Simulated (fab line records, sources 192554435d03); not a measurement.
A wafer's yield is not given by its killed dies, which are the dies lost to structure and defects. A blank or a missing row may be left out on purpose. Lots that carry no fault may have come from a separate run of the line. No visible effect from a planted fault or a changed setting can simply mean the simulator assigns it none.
Chamber matching :: flow n5Finfet :: N5_BEOL_M0_STRIP_142 on rieDiel-03: 4 sister chambers
The step strips in N2/H2, time 10 s. 20 wafers are shown with their chamber, then 10 later ones without.

## WAFERS PAIRED WITH THEIR CHAMBERS
wafer: L076.1
chamber: 1
showerheadPlenumPTorr (Torr): 2.44
throttleValvePct (%): 23.3
oesProductAu (a.u.): 0.75

wafer: L076.3
chamber: 3
showerheadPlenumPTorr (Torr): 2.53
throttleValvePct (%): 23.9
oesProductAu (a.u.): 0.73

wafer: L076.5
chamber: 2
showerheadPlenumPTorr (Torr): 2.69
throttleValvePct (%): 23.2
oesProductAu (a.u.): 0.92

wafer: L077.1
chamber: 0
showerheadPlenumPTorr (Torr): 2.61
throttleValvePct (%): 23.9
oesProductAu (a.u.): 0.68

wafer: L077.2
chamber: 1
showerheadPlenumPTorr (Torr): 2.43
throttleValvePct (%): 23.2
oesProductAu (a.u.): 0.75

wafer: L077.5
chamber: 2
showerheadPlenumPTorr (Torr): 2.69
throttleValvePct (%): 23.2
oesProductAu (a.u.): 0.91

wafer: L078.1
chamber: 0
showerheadPlenumPTorr (Torr): 2.61
throttleValvePct (%): 23.9
oesProductAu (a.u.): 0.68

wafer: L078.3
chamber: 1
showerheadPlenumPTorr (Torr): 2.43
throttleValvePct (%): 23.2
oesProductAu (a.u.): 0.74

wafer: L078.5
chamber: 0
showerheadPlenumPTorr (Torr): 2.61
throttleValvePct (%): 23.9
oesProductAu (a.u.): 0.68

wafer: L079.2
chamber: 1
showerheadPlenumPTorr (Torr): 2.43
throttleValvePct (%): 23.3
oesProductAu (a.u.): 0.74

wafer: L079.4
chamber: 0
showerheadPlenumPTorr (Torr): 2.61
throttleValvePct (%): 23.9
oesProductAu (a.u.): 0.68

wafer: L079.5
chamber: 2
showerheadPlenumPTorr (Torr): 2.69
throttleValvePct (%): 23.2
oesProductAu (a.u.): 0.90

wafer: L080.1
chamber: 2
showerheadPlenumPTorr (Torr): 2.69
throttleValvePct (%): 23.2
oesProductAu (a.u.): 0.91

wafer: L080.4
chamber: 3
showerheadPlenumPTorr (Torr): 2.53
throttleValvePct (%): 23.9
oesProductAu (a.u.): 0.74

wafer: L080.6
chamber: 3
showerheadPlenumPTorr (Torr): 2.53
throttleValvePct (%): 23.9
oesProductAu (a.u.): 0.74

wafer: L082.2
chamber: 2
showerheadPlenumPTorr (Torr): 2.69
throttleValvePct (%): 23.2
oesProductAu (a.u.): 0.90

wafer: L082.3
chamber: 3
showerheadPlenumPTorr (Torr): 2.53
throttleValvePct (%): 23.9
oesProductAu (a.u.): 0.73

wafer: L082.6
chamber: 1
showerheadPlenumPTorr (Torr): 2.43
throttleValvePct (%): 23.2
oesProductAu (a.u.): 0.74

wafer: L084.4
chamber: 3
showerheadPlenumPTorr (Torr): 2.53
throttleValvePct (%): 23.9
oesProductAu (a.u.): 0.72

wafer: L084.5
chamber: 3
showerheadPlenumPTorr (Torr): 2.53
throttleValvePct (%): 23.9
oesProductAu (a.u.): 0.73

SIGNATURES, as means of the wafers listed above
reading: showerheadPlenumPTorr
chamber 0: 2.6100
chamber 1: 2.4320
chamber 2: 2.6900
chamber 3: 2.5300
scatter within a chamber: 0.00224

reading: throttleValvePct
chamber 0: 23.900
chamber 1: 23.240
chamber 2: 23.200
chamber 3: 23.900
scatter within a chamber: 0.0274

reading: oesProductAu
chamber 0: 0.6800
chamber 1: 0.7440
chamber 2: 0.9080
chamber 3: 0.7317
scatter within a chamber: 0.00654
Rule: a wafer lies at a distance from a chamber equal to the root of the sum of squares, over the readings, of (its reading less the chamber's mean, divided by the reading's scatter). If the next closest chamber is less than 2 further off than the closest, the wafer can't be placed; otherwise it belongs to the closest. The scatter is the square root of a quotient: the sum, over the shown wafers, of each reading's squared deviation from its chamber's mean, divided by wafers minus chambers.

## WAFERS WHOSE CHAMBER IS MISSING
wafer: L084.6
showerheadPlenumPTorr (Torr): 2.61
throttleValvePct (%): 23.9
oesProductAu (a.u.): 0.67

wafer: L089.1
showerheadPlenumPTorr (Torr): 2.60
throttleValvePct (%): 23.9
oesProductAu (a.u.): 0.67

wafer: L089.3
showerheadPlenumPTorr (Torr): 2.42
throttleValvePct (%): 23.3
oesProductAu (a.u.): 0.73

wafer: L089.6
showerheadPlenumPTorr (Torr): 2.60
throttleValvePct (%): 23.9
oesProductAu (a.u.): 0.66

wafer: L090.3
showerheadPlenumPTorr (Torr): 2.68
throttleValvePct (%): 23.2
oesProductAu (a.u.): 0.87

wafer: L090.4
showerheadPlenumPTorr (Torr): 2.42
throttleValvePct (%): 23.3
oesProductAu (a.u.): 0.73

wafer: L090.6
showerheadPlenumPTorr (Torr): 2.52
throttleValvePct (%): 23.9
oesProductAu (a.u.): 0.72

wafer: L091.1
showerheadPlenumPTorr (Torr): 2.52
throttleValvePct (%): 23.9
oesProductAu (a.u.): 0.73

wafer: L091.2
showerheadPlenumPTorr (Torr): 2.68
throttleValvePct (%): 23.2
oesProductAu (a.u.): 0.87

wafer: L091.6
showerheadPlenumPTorr (Torr): 2.60
throttleValvePct (%): 23.9
oesProductAu (a.u.): 0.67

## EACH ONE'S CHAMBER
wafer: L084.6
from the rows above: 0
in truth: 0

wafer: L089.1
from the rows above: 0
in truth: 0

wafer: L089.3
from the rows above: 1
in truth: 1

wafer: L089.6
from the rows above: 0
in truth: 0

wafer: L090.3
from the rows above: 2
in truth: 2

wafer: L090.4
from the rows above: 1
in truth: 1

wafer: L090.6
from the rows above: 3
in truth: 3

wafer: L091.1
from the rows above: 3
in truth: 3

wafer: L091.2
from the rows above: 2
in truth: 2

wafer: L091.6
from the rows above: 0
in truth: 0
10 of 10 placed correctly. Left unplaced by these rows: 0. 0 placed wrongly.
